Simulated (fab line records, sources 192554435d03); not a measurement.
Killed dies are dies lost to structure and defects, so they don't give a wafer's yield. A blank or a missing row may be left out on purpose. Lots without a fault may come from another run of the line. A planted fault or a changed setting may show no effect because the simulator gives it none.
fab line records | flow n5_finfet
record lots=7 wafers=21
route steps=1938 shown BEOL_M5@1160 BEOL_M6@1239 BEOL_M7@1266 BEOL_M9@1401
start_h: hours from the record's first day to the start of the lot's first wafer shown | wait_h: hours since the lot's step before | " the same as in the row above | L1.1+2: a row that stands for several wafers | - no value, or no start given | * or withheld: withheld | < > ~ a bound
route shown NAME@n: a module of which the file shows steps, and the number in the route of the first | usual: mean/standard deviation of fault-free wafers | same: alike in all rows | chamber/n: place in a boat | sites: the reading at each site | _std_site: their standard deviation | _edge_site: outer sites' mean less inner sites' | radius_mm: how far each site lies from the wafer's centre | mask NAME#n: copy n | behind: the tool/chamber that last shaped the wafer | hold: why the lot was held/for how many hours/how that ended | device: the transistor (n, p or np) that didn't switch | end of line: the same wafers' tests at the end of the route | a step without rows: its recipe alone | killed: dies lost to structure and defects at the first sort, not the wafer's yield | map: a wafer's dies, x killed, . not, _ none there
set.NAME: the setting as run; set.NAME@STEP: as run at that earlier step | model.NAME: the simulator's own value behind a step, which no gauge read
lots whose settings were changed on purpose; a table a step, a row a wafer
## steps
# step N5_BEOL_M5_TRENCH_ETCH_37
# recipe chemistry=C4F6/O2 target_depth_a=716.52 target=SiCOH_lowk time_s=24.7 ion_energy_ev=250 pressure_mtorr=30 source_w=345 bias_w=185 Ar_flow_sccm=300 C4F6_flow_sccm=10 O2_flow_sccm=10
# usual rf_vpp_V=663/4.5
# columns lot.wafer tool chamber start_h wait_h set.bias_w rf_vpp_V
L080.1 rie_diel-05 1 - - 163.4 597
L080.3 " 0 " " 185 666
L080.6 " 1 " " 185 659
L081.1 rie_diel-06 3 - - 203.6 709
L081.4 " 1 " " 185 662
L081.6 " 0 " " 185 665
L083.4 rie_diel-06 0 - - 185 663
L083.5 " 1 " " 185 663
L083.6 " 2 " " 217 759
L082.2 rie_diel-06 0 - - 185 663
L082.4 " 1 " " 185 663
L082.5 " 0 " " 185 662
L089.2 rie_diel-05 0 - - 185 666
L089.3 " 2 " " 185 669
L089.4 " 3 " " 185 668
L094.2 rie_diel-05 1 - - 155.3 571
L094.3 " 0 " " 155.3 581
L094.6 " 1 " " 185 659
L093.1 rie_diel-06 2 - - 185 667
L093.4 " 3 " " 185 656
L093.5 " 1 " " 185 663
# step N5_BEOL_M6_TRENCH_ETCH_37
# recipe chemistry=C4F6/O2 target_depth_a=944.35 target=SiCOH_lowk time_s=31.5 ion_energy_ev=250 pressure_mtorr=30 source_w=345 bias_w=185 Ar_flow_sccm=300 C4F6_flow_sccm=10 O2_flow_sccm=10
# columns lot.wafer tool chamber start_h wait_h set.time_s model.etch.depth_nm model.BEOL_M6.feature_depth_nm model.TiN_of_BEOL_M6_HM_DEP_02.thk_nm
L080.1 rie_diel-03 0 - - 31.5 93.67 93.6 17.4
L080.3 " 1 " " 31.5 95.62 95.6 17.6
L080.6 " 0 " " 38.32 113.7 113.6 17
L081.1 rie_diel-04 2 - - 31.5 92.16 92.2 17
L081.4 " 1 " " 38.08 111.6 111.6 16.2
L081.6 " 3 " " 31.5 94.92 95 17
L083.4 rie_diel-04 3 - - 29.34 89.61 89.6 17.6
L083.5 " 1 " " 29.34 87.21 87.2 17.6
L083.6 " 2 " " 31.5 94.26 94.2 17.4
L082.2 rie_diel-04 2 - - 25.86 76.73 76.8 17.6
L082.4 " 1 " " 31.5 93.51 93.6 17
L082.5 " 2 " " 25.86 76.88 76.8 17.8
L089.2 rie_diel-01 2 - - 31.5 92.06 92 17.2
L089.3 " 3 " " 34.67 102.9 102.8 17
L089.4 " 0 " " 34.67 103.8 103.8 17
L093.1 rie_diel-01 2 - - 31.5 92.53 92.6 17.4
L093.4 " 0 " " 31.5 93.56 93.6 17.2
L093.5 " 1 " " 31.5 93.84 93.8 17
L094.2 rie_diel-03 3 - - 31.5 96.14 96.2 17.4
L094.3 " 0 " " 31.5 95.38 95.4 17.2
L094.6 " 1 " " 31.5 94.69 94.6 17.4
# step N5_BEOL_M6_ETCH_41
# recipe chemistry=CH3F/O2 target=SiCN target_depth_a=297 taper_deg=2 time_s=52 ion_energy_ev=120 mask_material=TiN pressure_mtorr=30 source_w=395 bias_w=75 Ar_flow_sccm=150 CH3F_flow_sccm=30 O2_flow_sccm=20
# step N5_BEOL_M6_STRIP_80
# recipe chemistry=N2/H2 time_s=10 power_w=450 temp_c=40 pressure_mtorr=20 rf_frequency_hz=6e+07 bias_power_w=7 n2_flow_sccm=200 h2_flow_sccm=200
# step N5_BEOL_M6_OCD_MEAS_38
# usual trench_depth_nm=94.0/1.3
# columns lot.wafer tool chamber start_h wait_h set.time_s@BEOL_M6_TRENCH_ETCH_37 trench_depth_nm
L080.1 ocd-02 - 221.08 - 31.5 93.9
L080.3 " - " " 31.5 95.2
L080.6 " - " " 38.32 113.6
L081.1 ocd-02 - 246.92 - 31.5 92.3
L081.4 " - " " 38.08 112.0
L081.6 " - " " 31.5 95.2
L083.4 ocd-01 - 250.36 - 29.34 89.7
L083.5 " - " " 29.34 87.0
L083.6 " - " " 31.5 93.7
L082.2 ocd-02 - 252.19 - 25.86 76.7
L082.4 " - " " 31.5 93.7
L082.5 " - " " 25.86 77.2
L089.2 ocd-02 - 275.13 - 31.5 92.5
L089.3 " - " " 34.67 102.8
L089.4 " - " " 34.67 103.5
L093.1 ocd-01 - 305.01 - 31.5 92.8
L093.4 " - " " 31.5 93.4
L093.5 " - " " 31.5 93.6
L094.2 ocd-01 - 305.20 - 31.5 96.2
L094.3 " - " " 31.5 95.4
L094.6 " - " " 31.5 94.9
# step N5_BEOL_M6_HM_STRIP_39
# recipe chemistry=peroxide_tin_strip material=TiN target_depth_a=250 temp_c=50 time_s=158
# step N5_BEOL_M6_SRD_40
# recipe time_s=30 temp_c=23 rinse_liquid=diw dry=ipa_marangoni
# step N5_BEOL_M6_ECD_50
# recipe material=Cu target_thk_a=3000
# step N5_BEOL_M6_ANNEAL_51
# recipe temp_c=225 time_s=90 ambient=N2
# step N5_BEOL_M6_CMP_52
# recipe stop_on=SiCOH_lowk t_overpolish_s=6.9 down_force_psi=1 platen_rpm=50 clearing_platen_down_force_psi=1.5 clearing_platen_rpm=50 post_cmp_clean=cu_alkaline target_thk_nm=80 clearing_platen_pad_velocity_m_s=0.99484 pad_velocity_m_s=0.99484
# columns lot.wafer tool chamber start_h wait_h set.time_s@BEOL_M6_TRENCH_ETCH_37 model.Cu_of_BEOL_M6_ECD_50.thk_nm
L080.3 cmp-04 0 223.46 0.2 31.5 81.6
L080.1 " 1 " " 31.5 80.4
L080.6 " 3 " " 38.32 101.4
L081.4 cmp-04 1 250.20 0.1 38.08 98
L081.1 " 0 " " 31.5 77.2
L081.6 " 1 " " 31.5 80.8
L083.4 cmp-01 3 252.50 0.2 29.34 75
L083.6 " 2 " " 31.5 79.2
L083.5 " 3 " " 29.34 73.4
L082.2+5 cmp-02 1 254.17 0.2 25.86 63.4
L082.4 " 3 " " 31.5 79.8
L089.2 cmp-02 0 277.66 0.2 31.5 77
L089.4+3 " 1,2 " " 34.67 90
L093.1 cmp-04 2 307.78 0.3 31.5 76.4
L093.4+5 " 3,1 " " 31.5 79
L094.2 cmp-02 3 308.29 0.2 31.5 81
L094.3 " 0 " " 31.5 79.8
L094.6 " 0 " " 31.5 78.6
# step N5_BEOL_M6_THK_MEAS_53
# recipe thk_meas_gauge=xrf reads=Cu_of_BEOL_M6_ECD_50
# usual M6_THK=81.2/1.7
# columns lot.wafer tool chamber start_h wait_h set.time_s@BEOL_M6_TRENCH_ETCH_37 M6_THK[nm]
L080.1 film_metro-02 - 223.68 - 31.5 83.2
L080.3 " - " " 31.5 84.3
L080.6 " - " " 38.32 105.1
L081.1 film_metro-01 - 250.50 - 31.5 78.0
L081.4 " - " " 38.08 98.8
L081.6 " - " " 31.5 81.5
L083.4 film_metro-02 - 252.76 - 29.34 77.0
L083.5 " - " " 29.34 75.8
L083.6 " - " " 31.5 81.7
L082.2 film_metro-02 - 254.42 - 25.86 65.2
L082.4 " - " " 31.5 81.7
L082.5 " - " " 25.86 65.0
L089.2 film_metro-01 - 277.92 - 31.5 77.4
L089.3 " - " " 34.67 90.1
L089.4 " - " " 34.67 90.4
L093.1 film_metro-02 - 308.03 - 31.5 78.2
L093.4 " - " " 31.5 80.6
L093.5 " - " " 31.5 80.6
L094.2 film_metro-01 - 308.59 - 31.5 81.9
L094.3 " - " " 31.5 81.2
L094.6 " - " " 31.5 79.5
# step N5_BEOL_M6_PRE_CLEAN_55
# recipe gas=NH3 time_s=15 temp_c=withheld rf_power_w=300
# step N5_BEOL_M6_DEP_56
# recipe material=SiCN target_thk_a=100 temp_c=withheld precursor=3MS/NH3 pressure_torr=3 rf_w=202 time_s=17.5
# step N5_BEOL_M6_RS_MEAS_57
# recipe thk_meas_gauge=four-point-probe reads=Cu_of_BEOL_M6_ECD_50+Co_of_BEOL_M6_CVD_78+TaN_of_BEOL_M6_ALD_77
# usual M6_RS=0.287/0.0067
# columns lot.wafer tool chamber start_h wait_h set.time_s@BEOL_M6_TRENCH_ETCH_37 M6_RS[ohm/sq]
L080.1 film_metro-02 - 223.81 0.1 31.5 0.284
L080.3 " - " " 31.5 0.279
L080.6 " - " " 38.32 0.217
L081.1 film_metro-02 - 250.63 0.1 31.5 0.298
L081.4 " - " " 38.08 0.226
L081.6 " - " " 31.5 0.283
L083.4 film_metro-02 - 252.89 0.0 29.34 0.309
L083.5 " - " " 29.34 0.316
L083.6 " - " " 31.5 0.289
L082.2 film_metro-01 - 254.55 0.1 25.86 0.378
L082.4 " - " " 31.5 0.287
L082.5 " - " " 25.86 0.377
L089.2 film_metro-02 - 278.05 0.1 31.5 0.299
L089.3 " - " " 34.67 0.249
L089.4 " - " " 34.67 0.249
L093.1 film_metro-02 - 308.17 0.1 31.5 0.301
L093.4 " - " " 31.5 0.290
L093.5 " - " " 31.5 0.290
L094.2 film_metro-01 - 308.72 0.1 31.5 0.282
L094.3 " - " " 31.5 0.287
L094.6 " - " " 31.5 0.292
# step N5_BEOL_M7_PECVD_70
# recipe material=SiO2 target_thk_a=200 temp_c=400 precursor=TEOS/O2 pressure_torr=5.5 rf_w=450 teos_flow_sccm=53.8 gas=O2 flow_sccm=3000 time_s=22.7
# columns lot.wafer tool chamber start_h wait_h set.temp_c model.SiO2_of_BEOL_M7_PECVD_70.thk_nm
L080.1+3 pecvd-04 1,0 224.97 0.0 409.3 19
L080.6 " 0 " " 400 20.2
L081.1 pecvd-02 1 251.70 0.0 400 19.4
L081.4 " 1 " " 400 19.6
L081.6 " 0 " " 405.5 19.6
L083.4 pecvd-03 0 253.58 0.1 400 20.4
L083.5 " 1 " " 415.8 18.2
L083.6 " 2 " " 415.8 18
L082.2 pecvd-03 2 255.23 0.0 400 19.6
L082.4 " 2 " " 412.9 18.2
L082.5 " 0 " " 400 20
L089.2 pecvd-02 0 278.72 0.0 400 19.6
L089.3 " 2 " " 400 19.4
L089.4 " 0 " " 400 19.8
L093.1 pecvd-02 0 308.84 0.0 400 19.6
L093.4+5 " 1,0 " " 400 19.8
L094.2 pecvd-04 0 309.40 0.0 400 19.6
L094.3 " 2 " " 407.6 18.8
L094.6 " 1 " " 400 20
# step N5_BEOL_M7_HM_DEP_02
# recipe material=TiN target_thk_a=200 temp_c=25 chamber_pressure_pa=0.49996
# columns lot.wafer tool chamber start_h wait_h set.target_thk_a model.TiN_of_BEOL_M7_HM_DEP_02.thk_nm
L080.1+3 pvd_sputter-02 - 225.20 0.2 181.2 18.6
L080.6 " - " " 200 20.6
L081.1 pvd_sputter-02 - 252.79 1.1 200 20.6
L081.4+6 " - " " 200 20.4
L083.4 pvd_sputter-01 - 253.64 0.0 180.5 18.2
L083.5 " - " " 200 20
L083.6 " - " " 180.5 17.8
L082.2+4+5 pvd_sputter-02 - 255.90 0.7 186.4 18.4
L089.2+4 pvd_sputter-02 - 280.17 1.4 200 20
L089.3 " - " " 175.7 17.4
L093.1+4+5 pvd_sputter-01 - 309.82 1.0 200 20
L094.2+3 pvd_sputter-01 - 310.08 0.7 200 20
L094.6 " - " " 218.6 21.8
# step N5_BEOL_M7_COAT_59
# recipe resist=SOC temp_c=250 time_s=60 spin_rpm=1500 resist_thk_nm=100
# step N5_BEOL_M7_COAT_60
# recipe resist=SiARC temp_c=220 time_s=60 spin_rpm=1500 resist_thk_nm=35
# step N5_BEOL_M7_STRIP_68
# recipe chemistry=N2/H2 temp_c=40 n2_flow_sccm=200 h2_flow_sccm=200 rf_frequency_hz=6e+07
# step N5_BEOL_M7_STRIP_67
# recipe chemistry=CF4 resist=SiARC power_w=300 bias_power_w=75 pressure_mtorr=50 cf4_flow_sccm=150 rf_frequency_hz=6e+07
# step N5_BEOL_M7_HM_OPEN_17
# recipe chemistry=Cl2/BCl3 target_depth_a=200 overetch_a=60 target=TiN mask_material=SOC ion_energy_ev=150 pressure_mtorr=10 icp_w=1000 bias_w=126 Cl2_flow_sccm=53.25 bcl3_flow_sccm=21.75 Ar_flow_sccm=25
# columns lot.wafer tool chamber start_h wait_h set.target_thk_a@BEOL_M7_HM_DEP_02 model.etch.depth_nm
L080.1 rie_metal-01 1 226.06 0.0 181.2 18.51
L080.3 " 1 " " 181.2 18.69
L080.6 " 1 " " 200 20.56
L081.1 rie_metal-02 1 253.66 0.0 200 20.58
L081.4 " 1 " " 200 20.45
L081.6 " 0 " " 200 20.48
L083.4 rie_metal-02 0 254.41 0.1 180.5 18.3
L083.5 " 1 " " 200 19.98
L083.6 " 0 " " 180.5 17.88
L082.2 rie_metal-02 1 256.75 0.0 186.4 18.42
L082.4 " 0 " " 186.4 18.37
L082.5 " 0 " " 186.4 18.49
L089.2 rie_metal-02 0 280.91 0.0 200 20.07
L089.3 " 1 " " 175.7 17.38
L089.4 " 0 " " 200 19.98
L093.1 rie_metal-01 1 311.27 0.0 200 19.99
L093.4 " 0 " " 200 19.98
L093.5 " 1 " " 200 20.06
L094.2 rie_metal-03 1 311.55 0.0 200 19.96
L094.3 " 1 " " 200 19.94
L094.6 " 0 " " 218.6 21.7
# step N5_BEOL_M7_STRIP_19
# recipe chemistry=O2 power_w=400 temp_c=40 pressure_mtorr=30 rf_frequency_hz=6e+07 bias_power_w=0 overash_fraction=0.2 o2_flow_sccm=225
# step N5_BEOL_M7_STRIP_76
# recipe chemistry=C4F6/O2 resist=SiARC rf_frequency_hz=6e+07
# step N5_BEOL_M7_STRIP_36
# recipe chemistry=N2/H2 power_w=450 temp_c=40 pressure_mtorr=20 rf_frequency_hz=6e+07 overash_fraction=0.3 bias_power_w=7 h2_frac=0.5 n2_flow_sccm=200 h2_flow_sccm=200
# step N5_BEOL_M7_TRENCH_ETCH_37
# recipe chemistry=C4F6/O2 target_depth_a=934.78 target=SiCOH_lowk time_s=31.2 ion_energy_ev=250 pressure_mtorr=30 source_w=345 bias_w=185 Ar_flow_sccm=300 C4F6_flow_sccm=10 O2_flow_sccm=10
# columns lot.wafer tool chamber start_h wait_h set.target_thk_a@BEOL_M7_HM_DEP_02 model.TiN_of_BEOL_M7_HM_DEP_02.thk_nm
L080.1 rie_diel-02 0 - - 181.2 15.8
L080.3 " 3 " " 181.2 16
L080.6 " 3 " " 200 17.8
L081.1 rie_diel-06 2 - - 200 18
L081.4+6 " 3,0 " " 200 17.8
L083.4 rie_diel-06 0 - - 180.5 15.6
L083.5 " 3 " " 200 17.4
L083.6 " 2 " " 180.5 15.2
L082.2+4+5 rie_diel-02 1,2,1 - - 186.4 15.8
L089.2+4 rie_diel-02 2,1 - - 200 17.4
L089.3 " 0 " " 175.7 14.8
L093.1 rie_diel-02 3 - - 200 17.2
L093.4+5 " 2 " " 200 17.4
L094.2 rie_diel-05 1 - - 200 17.4
L094.3 " 2 " " 200 17.2
L094.6 " 0 " " 218.6 19
# step N5_BEOL_M7_ETCH_41
# recipe chemistry=CH3F/O2 target=SiCN target_depth_a=319 taper_deg=2 time_s=57.8 ion_energy_ev=120 mask_material=TiN pressure_mtorr=30 source_w=395 bias_w=75 Ar_flow_sccm=150 CH3F_flow_sccm=30 O2_flow_sccm=20
# step N5_BEOL_M7_STRIP_80
# recipe chemistry=N2/H2 time_s=10 power_w=450 temp_c=40 pressure_mtorr=20 rf_frequency_hz=6e+07 bias_power_w=7 n2_flow_sccm=200 h2_flow_sccm=200
# step N5_BEOL_M7_HM_STRIP_39
# recipe chemistry=peroxide_tin_strip material=TiN target_depth_a=250 temp_c=50 time_s=158
# columns lot.wafer tool chamber start_h wait_h set.temp_c@BEOL_M7_PECVD_70 model.SiO2_of_BEOL_M7_PECVD_70.thk_nm
L080.1+3 wet_bench-02 5,7 227.35 0.0 409.3 18.8
L080.6 " 6 " " 400 20
L081.1 wet_bench-05 4 254.81 0.0 400 19.4
L081.4 " 6 " " 400 19.6
L081.6 " 3 " " 405.5 19.4
L083.4 wet_bench-05 2 255.58 0.0 400 20.2
L083.5 " 7 " " 415.8 18
L083.6 " 5 " " 415.8 17.8
L082.2 wet_bench-03 5 258.48 0.0 400 19.4
L082.4 " 3 " " 412.9 18.2
L082.5 " 4 " " 400 19.8
L089.2 wet_bench-03 1 282.18 0.0 400 19.4
L089.3 " 2 " " 400 19.2
L089.4 " 0 " " 400 19.6
L093.1 wet_bench-02 0 312.83 0.0 400 19.4
L093.4+5 " 5,6 " " 400 19.6
L094.2 wet_bench-05 3 313.11 0.0 400 19.4
L094.3 " 5 " " 407.6 18.6
L094.6 " 1 " " 400 19.8
# step N5_BEOL_M7_DEP_56
# recipe material=SiCN target_thk_a=100 temp_c=withheld precursor=3MS/NH3 pressure_torr=3 rf_w=202 time_s=17.5
# columns lot.wafer tool chamber start_h wait_h set.time_s model.SiCN_of_BEOL_M7_DEP_56.thk_nm
L080.1 pecvd-03 2 230.75 0.0 16.19 9.2
L080.3 " 0 " " 17.5 9.8
L080.6 " 2 " " 17.5 10.2
L081.1 pecvd-02 2 257.20 0.0 15.47 8.8
L081.4 " 1 " " 17.5 10
L081.6 " 2 " " 17.5 10.2
L083.4 pecvd-02 2 258.88 0.0 19.75 11.6
L083.5+6 " 1,0 " " 17.5 10.2
L082.2+4 pecvd-04 1,2 261.27 0.0 16.23 9.4
L082.5 " 1 " " 17.5 10.2
L089.2 pecvd-02 1 285.53 0.0 17.5 9.8
L089.3 " 0 " " 17.5 10
L089.4 " 0 " " 15.37 8.8
L093.1 pecvd-03 0 316.29 0.0 17.5 9.8
L093.4+5 " 1,0 " " 17.5 10.2
L094.2+3+6 pecvd-04 1,2,1 316.62 0.0 17.5 9.8
# step N5_BEOL_M9_ILD_DEP_00
# recipe material=SiCOH_lowk target_thk_a=3085.1 temp_c=300 precursor=DEMS/porogen pressure_torr=5 rf_w=500 time_s=58
# columns lot.wafer tool chamber start_h wait_h set.time_s model.SiCOH_lowk_of_BEOL_M9_ILD_DEP_00.thk_nm
L080.1 pecvd-03 0 238.38 0.0 58 306
L080.3 " 1 " " 53.32 282
L080.6 " 0 " " 58 313.6
L081.1 pecvd-01 1 265.90 0.0 58 305.2
L081.4 " 2 " " 65.58 351
L081.6 " 0 " " 58 312.4
L083.4 pecvd-02 1 266.41 0.1 58 313
L083.5 " 0 " " 58 309.4
L083.6 " 2 " " 58 310
L082.2 pecvd-02 0 272.35 0.0 52.34 276.2
L082.4 " 1 " " 52.34 281.8
L082.5 " 0 " " 58 313
L089.2 pecvd-02 1 291.79 0.0 58 305.8
L089.3 " 2 " " 54.16 284.2
L089.4 " 1 " " 58 311.8
L093.1 pecvd-02 1 324.45 0.0 58 305.8
L093.4 " 0 " " 58 310
L093.5 " 1 " " 58 307
L094.2 pecvd-02 1 324.86 0.0 64.21 336.2
L094.3 " 2 " " 64.21 338.6
L094.6 " 2 " " 58 309
# step N5_BEOL_M9_CURE_71
# recipe temp_c=385 time_s=240 ambient=He/Ar material=SiCOH_lowk
# columns lot.wafer tool chamber start_h wait_h set.time_s@BEOL_M9_ILD_DEP_00 model.SiCOH_lowk_of_BEOL_M9_ILD_DEP_00.thk_nm
L080.1 uv_cure-01 2 238.46 0.0 58 265.8
L080.3 " 2 " " 53.32 244.6
L080.6 " 2 " " 58 272.6
L081.1 uv_cure-03 2 265.97 0.0 58 265.2
L081.4 " 2 " " 65.58 305.6
L081.6 " 2 " " 58 271.4
L083.4 uv_cure-03 2 266.70 0.3 58 272
L083.5 " 2 " " 58 268.8
L083.6 " 2 " " 58 269.4
L082.2 uv_cure-03 0 272.51 0.1 52.34 239.6
L082.4 " 0 " " 52.34 244.4
L082.5 " 0 " " 58 272
L089.2 uv_cure-03 0 291.94 0.1 58 265.6
L089.3 " 0 " " 54.16 246.6
L089.4 " 0 " " 58 270.8
L093.1 uv_cure-02 2 324.53 0.0 58 265.6
L093.4 " 2 " " 58 269.4
L093.5 " 2 " " 58 266.6
L094.2 uv_cure-03 2 325.02 0.1 64.21 292.6
L094.3 " 2 " " 64.21 294.6
L094.6 " 2 " " 58 268.4
# step N5_BEOL_M9_THK_MEAS_01
# recipe reads=SiCOH_lowk_of_BEOL_M9_ILD_DEP_00
# usual M9_ILD_THK=267.1/3
# columns lot.wafer tool chamber start_h wait_h set.time_s@BEOL_M9_ILD_DEP_00 M9_ILD_THK[nm]
L080.1 film_metro-01 - 238.97 0.4 58 266.0
L080.3 " - " " 53.32 244.6
L080.6 " - " " 58 272.4
L081.1 film_metro-02 - 266.49 0.4 58 265.0
L081.4 " - " " 65.58 305.8
L081.6 " - " " 58 271.5
L083.4 film_metro-02 - 266.97 0.2 58 271.8
L083.5 " - " " 58 269.0
L083.6 " - " " 58 269.4
L082.2 film_metro-02 - 272.94 0.4 52.34 239.4
L082.4 " - " " 52.34 244.6
L082.5 " - " " 58 272.0
L089.2 film_metro-02 - 292.38 0.4 58 265.6
L089.3 " - " " 54.16 246.6
L089.4 " - " " 58 270.8
L093.1 film_metro-01 - 325.04 0.4 58 265.9
L093.4 " - " " 58 269.7
L093.5 " - " " 58 266.6
L094.2 film_metro-01 - 325.45 0.4 64.21 292.8
L094.3 " - " " 64.21 294.7
L094.6 " - " " 58 268.5
## key
split step=N5_BEOL_M5_TRENCH_ETCH_37 setting=bias_w stated=185 by=wafer
response step=N5_BEOL_M5_TRENCH_ETCH_37 reading=rf_vpp_V change=+5.29 per=1% r=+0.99
split step=N5_BEOL_M6_TRENCH_ETCH_37 setting=time_s stated=31.5 by=wafer
response step=N5_BEOL_M6_TRENCH_ETCH_37 reading=model.etch.depth_nm change=+0.903 per=1% r=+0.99
response step=N5_BEOL_M6_TRENCH_ETCH_37 reading=model.BEOL_M6.feature_depth_nm change=+0.904 per=1% r=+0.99
response step=N5_BEOL_M6_TRENCH_ETCH_37 reading=model.TiN_of_BEOL_M6_HM_DEP_02.thk_nm change=-0.0316 per=1% r=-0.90
response step=N5_BEOL_M6_OCD_MEAS_38 reading=trench_depth_nm change=+0.899 per=1% r=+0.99
response step=N5_BEOL_M6_CMP_52 reading=model.Cu_of_BEOL_M6_ECD_50.thk_nm change=+0.944 per=1% r=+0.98
response step=N5_BEOL_M6_THK_MEAS_53 reading=M6_THK change=+0.961 per=1% r=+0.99
response step=N5_BEOL_M6_RS_MEAS_57 reading=M6_RS change=-0.00366 per=1% r=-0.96
split step=N5_BEOL_M7_PECVD_70 setting=temp_c stated=400 by=wafer
response step=N5_BEOL_M7_PECVD_70 reading=model.SiO2_of_BEOL_M7_PECVD_70.thk_nm change=-0.509 per=1% r=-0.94
response step=N5_BEOL_M7_HM_STRIP_39 reading=model.SiO2_of_BEOL_M7_PECVD_70.thk_nm change=-0.499 per=1% r=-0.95
split step=N5_BEOL_M7_HM_DEP_02 setting=target_thk_a stated=200 by=wafer
response step=N5_BEOL_M7_HM_DEP_02 reading=model.TiN_of_BEOL_M7_HM_DEP_02.thk_nm change=+0.207 per=1% r=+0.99
response step=N5_BEOL_M7_HM_OPEN_17 reading=model.etch.depth_nm change=+0.204 per=1% r=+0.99
response step=N5_BEOL_M7_TRENCH_ETCH_37 reading=model.TiN_of_BEOL_M7_HM_DEP_02.thk_nm change=+0.203 per=1% r=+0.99
split step=N5_BEOL_M7_DEP_56 setting=time_s stated=17.5 by=wafer
response step=N5_BEOL_M7_DEP_56 reading=model.SiCN_of_BEOL_M7_DEP_56.thk_nm change=+0.105 per=1% r=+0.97
split step=N5_BEOL_M9_ILD_DEP_00 setting=time_s stated=58 by=wafer
response step=N5_BEOL_M9_ILD_DEP_00 reading=model.SiCOH_lowk_of_BEOL_M9_ILD_DEP_00.thk_nm change=+3.22 per=1% r=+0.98
response step=N5_BEOL_M9_CURE_71 reading=model.SiCOH_lowk_of_BEOL_M9_ILD_DEP_00.thk_nm change=+2.84 per=1% r=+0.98
response step=N5_BEOL_M9_THK_MEAS_01 reading=M9_ILD_THK change=+2.85 per=1% r=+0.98
